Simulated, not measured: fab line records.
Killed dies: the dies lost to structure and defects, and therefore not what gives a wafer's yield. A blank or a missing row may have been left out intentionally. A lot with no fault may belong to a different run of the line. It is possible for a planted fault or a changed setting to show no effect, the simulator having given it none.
The tool behind it: which one? || flow n5_finfet || 10 lots, 29 wafers sampled, at 6 steps of a route of 1938

## WHAT THE GAUGES READ, wafer by wafer
N5_BEOL_M14_RS_MEAS_54: measures by four-point-probe.
{"lot": "L863", "measured": "day 11 20:00", "on": "film_metro-02", "M14_RS (ohm/sq)": "0.0352 0.0329 0.0341"}
{"lot": "L864", "measured": "day 11 20:52", "on": "film_metro-01", "M14_RS (ohm/sq)": "0.0347 0.0322 0.0331"}
{"lot": "L865", "measured": "day 12 12:43", "on": "film_metro-01", "M14_RS (ohm/sq)": "0.0321 0.0344 0.0329"}
{"lot": "L867", "measured": "day 12 20:09", "on": "film_metro-02", "M14_RS (ohm/sq)": "0.0329 0.0329 0.0326"}
{"lot": "L872", "measured": "day 14 11:37", "on": "film_metro-02", "M14_RS (ohm/sq)": "0.0329 0.0344 0.0342"}
{"lot": "L876", "measured": "day 14 20:34", "on": "film_metro-01", "M14_RS (ohm/sq)": "0.0335 0.0317"}
{"lot": "L877", "measured": "day 15 12:28", "on": "film_metro-02", "M14_RS (ohm/sq)": "0.0330 0.0320 0.0336"}
{"lot": "L881", "measured": "day 16 15:14", "on": "film_metro-01", "M14_RS (ohm/sq)": "0.0325 0.0335 0.0325"}
{"lot": "L884", "measured": "day 16 21:18", "on": "film_metro-01", "M14_RS (ohm/sq)": "0.0340 0.0330 0.0340"}
{"lot": "L882", "measured": "day 17 00:45", "on": "film_metro-02", "M14_RS (ohm/sq)": "0.0324 0.0342 0.0325"}

N5_BEOL_M15_THK_MEAS_01.
{"lot": "L863", "measured": "day 11 20:19", "on": "film_metro-01", "M15_ILD_THK (nm)": "1623 1626 1620"}
{"lot": "L864", "measured": "day 11 21:11", "on": "film_metro-01", "M15_ILD_THK (nm)": "1620 1632 1628"}
{"lot": "L865", "measured": "day 12 13:02", "on": "film_metro-01", "M15_ILD_THK (nm)": "1617 1633 1617"}
{"lot": "L867", "measured": "day 12 20:28", "on": "film_metro-01", "M15_ILD_THK (nm)": "1611 1643 1677"}
{"lot": "L872", "measured": "day 14 11:55", "on": "film_metro-01", "M15_ILD_THK (nm)": "1626 3087 1654"}
{"lot": "L876", "measured": "day 14 20:53", "on": "film_metro-01", "M15_ILD_THK (nm)": "3054 1625"}
{"lot": "L877", "measured": "day 15 12:46", "on": "film_metro-01", "M15_ILD_THK (nm)": "1602 3089 1636"}
{"lot": "L881", "measured": "day 16 15:32", "on": "film_metro-02", "M15_ILD_THK (nm)": "1621 1638 1635"}
{"lot": "L884", "measured": "day 16 21:37", "on": "film_metro-02", "M15_ILD_THK (nm)": "1652 1636 1666"}
{"lot": "L882", "measured": "day 17 01:04", "on": "film_metro-02", "M15_ILD_THK (nm)": "1638 1673 1677"}

N5_BEOL_M15_CD_MEAS_17: target cd 360 nm.
{"lot": "L863", "measured": "day 11 21:20", "on": "cd_sem-03", "cd_nm (nm)": "358.8 355.5 355.4"}
{"lot": "L864", "measured": "day 11 22:12", "on": "cd_sem-03", "cd_nm (nm)": "360.0 360.4 357.9"}
{"lot": "L865", "measured": "day 12 14:03", "on": "cd_sem-01", "cd_nm (nm)": "361.5 360.2 356.0"}
{"lot": "L867", "measured": "day 12 21:29", "on": "cd_sem-01", "cd_nm (nm)": "361.5 359.8 363.8"}
{"lot": "L872", "measured": "day 14 12:56", "on": "cd_sem-03", "cd_nm (nm)": "358.0 372.1 362.0"}
{"lot": "L876", "measured": "day 14 21:46", "on": "cd_sem-02", "cd_nm (nm)": "374.6 363.6"}
{"lot": "L877", "measured": "day 15 13:40", "on": "cd_sem-03", "cd_nm (nm)": "359.3 376.7 358.9"}
{"lot": "L881", "measured": "day 16 16:34", "on": "cd_sem-03", "cd_nm (nm)": "359.2 362.9 362.2"}
{"lot": "L884", "measured": "day 16 22:49", "on": "cd_sem-02", "cd_nm (nm)": "359.1 355.5 358.9"}
{"lot": "L882", "measured": "day 17 01:58", "on": "cd_sem-01", "cd_nm (nm)": "362.6 363.1 362.9"}

## TOOL THAT RAN EACH LOT (tool first, then ch and the chambers of the sampled wafers, then the start)
{"lot": "L863", "N5_BEOL_M14_ETCH_38": "rie_diel-05 ch 0,1,2, day 11 19:19 or earlier", "N5_BEOL_M14_ANNEAL_48": "rtp_anneal-02 ch 0, day 11 19:19", "N5_BEOL_M15_ILD_DEP_00": "pecvd-04 ch 0,1, day 11 20:04"}
{"lot": "L864", "N5_BEOL_M14_ETCH_38": "rie_diel-04 ch 2,3, day 11 20:12 or earlier", "N5_BEOL_M14_ANNEAL_48": "rtp_anneal-02 ch 0, day 11 20:12", "N5_BEOL_M15_ILD_DEP_00": "pecvd-01 ch 0,2, day 11 20:56"}
{"lot": "L865", "N5_BEOL_M14_ETCH_38": "rie_diel-04 ch 0,1,3, day 12 11:58 or earlier", "N5_BEOL_M14_ANNEAL_48": "rtp_anneal-02 ch 0, day 12 11:58", "N5_BEOL_M15_ILD_DEP_00": "pecvd-04 ch 0,1,2, day 12 12:47"}
{"lot": "L867", "N5_BEOL_M14_ETCH_38": "rie_diel-05 ch 1,2, day 12 19:26 or earlier", "N5_BEOL_M14_ANNEAL_48": "rtp_anneal-01 ch 0, day 12 19:26", "N5_BEOL_M15_ILD_DEP_00": "pecvd-04 ch 0,1,2, day 12 20:13"}
{"lot": "L872", "N5_BEOL_M14_ETCH_38": "rie_diel-05 ch 1,2,3, day 14 10:58 or earlier", "N5_BEOL_M14_ANNEAL_48": "rtp_anneal-01 ch 0, day 14 10:58", "N5_BEOL_M15_ILD_DEP_00": "pecvd-04 ch 0,1, day 14 11:40"}
{"lot": "L876", "N5_BEOL_M14_ETCH_38": "rie_diel-04 ch 0,1, day 14 19:53 or earlier", "N5_BEOL_M14_ANNEAL_48": "rtp_anneal-02 ch 0, day 14 19:53", "N5_BEOL_M15_ILD_DEP_00": "pecvd-04 ch 0,2, day 14 20:38"}
{"lot": "L877", "N5_BEOL_M14_ETCH_38": "rie_diel-06 ch 2,3, day 15 11:44 or earlier", "N5_BEOL_M14_ANNEAL_48": "rtp_anneal-02 ch 0, day 15 11:44", "N5_BEOL_M15_ILD_DEP_00": "pecvd-04 ch 0,1, day 15 12:31"}
{"lot": "L881", "N5_BEOL_M14_ETCH_38": "rie_diel-04 ch 0,2,3, day 16 14:17 or earlier", "N5_BEOL_M14_ANNEAL_48": "rtp_anneal-01 ch 0, day 16 14:17", "N5_BEOL_M15_ILD_DEP_00": "pecvd-01 ch 0,1,2, day 16 15:17"}
{"lot": "L884", "N5_BEOL_M14_ETCH_38": "rie_diel-06 ch 0,2, day 16 20:34 or earlier", "N5_BEOL_M14_ANNEAL_48": "rtp_anneal-02 ch 0, day 16 20:34", "N5_BEOL_M15_ILD_DEP_00": "pecvd-02 ch 0,1,2, day 16 21:22"}
{"lot": "L882", "N5_BEOL_M14_ETCH_38": "rie_diel-05 ch 1,2,3, day 17 00:02 or earlier", "N5_BEOL_M14_ANNEAL_48": "rtp_anneal-01 ch 0, day 17 00:02", "N5_BEOL_M15_ILD_DEP_00": "pecvd-02 ch 0,2, day 17 00:49"}
- N5_BEOL_M14_ETCH_38: etches SiCN in CF4/N2, target depth 106.5 nm, time 120.6 s.
- N5_BEOL_M14_ANNEAL_48: time 90 s.
- N5_BEOL_M15_ILD_DEP_00: deposits SiO2 from TEOS/O2, target thk 1629.3 nm, time 346.1 s.

## WHAT THE TOOLS THEMSELVES READ (means of the sampled wafers that have a number; where no wafer has one, the mark that the record gives instead)
N5_BEOL_M14_ETCH_38.
{"lot": "L863", "tool": "rie_diel-05", "cf4_flow_sccm (sccm)": 59.84, "drypump_motor_current_A (A)": 5.5, "oes_product_au (a.u.)": 0.80, "rf_vpp_V (V)": 383.3, "showerhead_plenum_p_Torr (Torr)": 2.26, "throttle_valve_pct (%)": 15.45}
{"lot": "L864", "tool": "rie_diel-04", "cf4_flow_sccm (sccm)": 59.84, "drypump_motor_current_A (A)": 5.9, "oes_product_au (a.u.)": 0.80, "rf_vpp_V (V)": 381.3, "showerhead_plenum_p_Torr (Torr)": 2.17, "throttle_valve_pct (%)": 15.65}
{"lot": "L865", "tool": "rie_diel-04", "cf4_flow_sccm (sccm)": 59.92, "drypump_motor_current_A (A)": 5.5, "oes_product_au (a.u.)": 0.71, "rf_vpp_V (V)": 381.5, "showerhead_plenum_p_Torr (Torr)": 2.18, "throttle_valve_pct (%)": 15.51}
{"lot": "L867", "tool": "rie_diel-05", "cf4_flow_sccm (sccm)": 59.93, "drypump_motor_current_A (A)": 5.3, "oes_product_au (a.u.)": 0.81, "rf_vpp_V (V)": 384.4, "showerhead_plenum_p_Torr (Torr)": 2.26, "throttle_valve_pct (%)": 15.28}
{"lot": "L872", "tool": "rie_diel-05", "cf4_flow_sccm (sccm)": 59.90, "drypump_motor_current_A (A)": 5.6, "oes_product_au (a.u.)": 0.83, "rf_vpp_V (V)": 384.6, "showerhead_plenum_p_Torr (Torr)": 2.26, "throttle_valve_pct (%)": 15.27}
{"lot": "L876", "tool": "rie_diel-04", "cf4_flow_sccm (sccm)": 60.03, "drypump_motor_current_A (A)": 5.8, "oes_product_au (a.u.)": 0.82, "rf_vpp_V (V)": 381.6, "showerhead_plenum_p_Torr (Torr)": 2.17, "throttle_valve_pct (%)": 15.26}
{"lot": "L877", "tool": "rie_diel-06", "cf4_flow_sccm (sccm)": 60.05, "drypump_motor_current_A (A)": 5.1, "oes_product_au (a.u.)": 0.75, "rf_vpp_V (V)": 383.2, "showerhead_plenum_p_Torr (Torr)": 2.22, "throttle_valve_pct (%)": 15.63}
{"lot": "L881", "tool": "rie_diel-04", "cf4_flow_sccm (sccm)": 59.91, "drypump_motor_current_A (A)": 5.7, "oes_product_au (a.u.)": 0.80, "rf_vpp_V (V)": 382.4, "showerhead_plenum_p_Torr (Torr)": 2.19, "throttle_valve_pct (%)": 15.52}
{"lot": "L884", "tool": "rie_diel-06", "cf4_flow_sccm (sccm)": 59.98, "drypump_motor_current_A (A)": 5.1, "oes_product_au (a.u.)": 0.89, "rf_vpp_V (V)": 380.8, "showerhead_plenum_p_Torr (Torr)": 2.14, "throttle_valve_pct (%)": 15.40}
{"lot": "L882", "tool": "rie_diel-05", "cf4_flow_sccm (sccm)": 60.04, "drypump_motor_current_A (A)": 5.6, "oes_product_au (a.u.)": 0.80, "rf_vpp_V (V)": 384.5, "showerhead_plenum_p_Torr (Torr)": 2.25, "throttle_valve_pct (%)": 15.30}

N5_BEOL_M14_ANNEAL_48.
{"lot": "L863", "tool": "rtp_anneal-02", "wafer_temp_C_max": 226.32}
{"lot": "L864", "tool": "rtp_anneal-02", "wafer_temp_C_max": 226.48}
{"lot": "L865", "tool": "rtp_anneal-02", "wafer_temp_C_max": 226.45}
{"lot": "L867", "tool": "rtp_anneal-01", "wafer_temp_C_max": 226.05}
{"lot": "L872", "tool": "rtp_anneal-01", "wafer_temp_C_max": 225.93}
{"lot": "L876", "tool": "rtp_anneal-02", "wafer_temp_C_max": 225.74}
{"lot": "L877", "tool": "rtp_anneal-02", "wafer_temp_C_max": 226.43}
{"lot": "L881", "tool": "rtp_anneal-01", "wafer_temp_C_max": 226.12}
{"lot": "L884", "tool": "rtp_anneal-02", "wafer_temp_C_max": 226.08}
{"lot": "L882", "tool": "rtp_anneal-01", "wafer_temp_C_max": 226.30}

N5_BEOL_M15_ILD_DEP_00.
{"lot": "L863", "tool": "pecvd-04", "heater_power_w (W)": 525, "run_length_s (s)": 389.4, "showerhead_plenum_p_Torr (Torr)": 8.370, "throttle_valve_pct (%)": 18.4}
{"lot": "L864", "tool": "pecvd-01", "heater_power_w (W)": 471, "run_length_s (s)": 388.6, "showerhead_plenum_p_Torr (Torr)": 8.346, "throttle_valve_pct (%)": 18.3}
{"lot": "L865", "tool": "pecvd-04", "heater_power_w (W)": 558, "run_length_s (s)": 389.6, "showerhead_plenum_p_Torr (Torr)": 8.345, "throttle_valve_pct (%)": 18.4}
{"lot": "L867", "tool": "pecvd-04", "heater_power_w (W)": 494, "run_length_s (s)": 389.3, "showerhead_plenum_p_Torr (Torr)": 8.352, "throttle_valve_pct (%)": 18.3}
{"lot": "L872", "tool": "pecvd-04", "heater_power_w (W)": 453, "run_length_s (s)": 492.8, "showerhead_plenum_p_Torr (Torr)": 8.366, "throttle_valve_pct (%)": 18.4}
{"lot": "L876", "tool": "pecvd-04", "heater_power_w (W)": 525, "run_length_s (s)": 544.1, "showerhead_plenum_p_Torr (Torr)": 8.317, "throttle_valve_pct (%)": 18.6}
{"lot": "L877", "tool": "pecvd-04", "heater_power_w (W)": 439, "run_length_s (s)": 493.2, "showerhead_plenum_p_Torr (Torr)": 8.341, "throttle_valve_pct (%)": 18.7}
{"lot": "L881", "tool": "pecvd-01", "heater_power_w (W)": 463, "run_length_s (s)": 389.2, "showerhead_plenum_p_Torr (Torr)": 8.327, "throttle_valve_pct (%)": 18.9}
{"lot": "L884", "tool": "pecvd-02", "heater_power_w (W)": 547, "run_length_s (s)": 388.7, "showerhead_plenum_p_Torr (Torr)": 8.332, "throttle_valve_pct (%)": 18.4}
{"lot": "L882", "tool": "pecvd-02", "heater_power_w (W)": 581, "run_length_s (s)": 389.2, "showerhead_plenum_p_Torr (Torr)": 8.351, "throttle_valve_pct (%)": 18.3}

## THE ANSWER, worked out from the rows above alone
Rule: the lots themselves supply what counts as usual. Put in order of their means at a reading, lots are off if they are a third of the lots or fewer, leave a main group of 4 or more, and stand apart from it by a gap of 3 or more times the standard deviation of the main group's means; of several such gaps the widest counts. A main group is skipped when, at the precision printed for the reading in the tables above, its means are all equal. A lot without any number at a reading at which 4 lots or more have one is off too. Where the step has rows for the other lots, those lots are counted as sound. First the gauges in route order, then the tools' own readings, where a lot's mean is used as printed above. The first step at which some lot is off is used, and at that step the reading that is off furthest; a lot without a number counts as furthest.
Off: at N5_BEOL_M15_THK_MEAS_01 (M15_ILD_THK), L872, L876, L877. Mean 1637 nm and standard deviation 14 in the main group.
A tool fits if, at a process step before that reading, it ran every lot that is off, and no sound lot after the first of them. The gauges at N5_BEOL_M15_THK_MEAS_01 aren't tried: what is off there is off at N5_BEOL_M15_ILD_DEP_00 too, on other tools, and a gauge's error can't cause that. N5_BEOL_M14_ETCH_38: start missing for some lots; hours and lot order therefore follow N5_BEOL_M14_ANNEAL_48. One fits: pecvd-04 at N5_BEOL_M15_ILD_DEP_00. A fault onset in the window from L867 (day 12 20:13, its last sound lot) to L872 (day 14 11:40, its first lot off) fits.
The tool's own readings at N5_BEOL_M15_ILD_DEP_00 bear it out: on the lots that are off they differ by more than 5 times the standard deviation of the sound lots' means. run_length_s reads 510.0 s there against 389.1 s on the sound lots.

## WHAT THE SIMULATOR PUT IN
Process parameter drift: pecvd-04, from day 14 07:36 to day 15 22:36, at N5_BEOL_M15_ILD_DEP_00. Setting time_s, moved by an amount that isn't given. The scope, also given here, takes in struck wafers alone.
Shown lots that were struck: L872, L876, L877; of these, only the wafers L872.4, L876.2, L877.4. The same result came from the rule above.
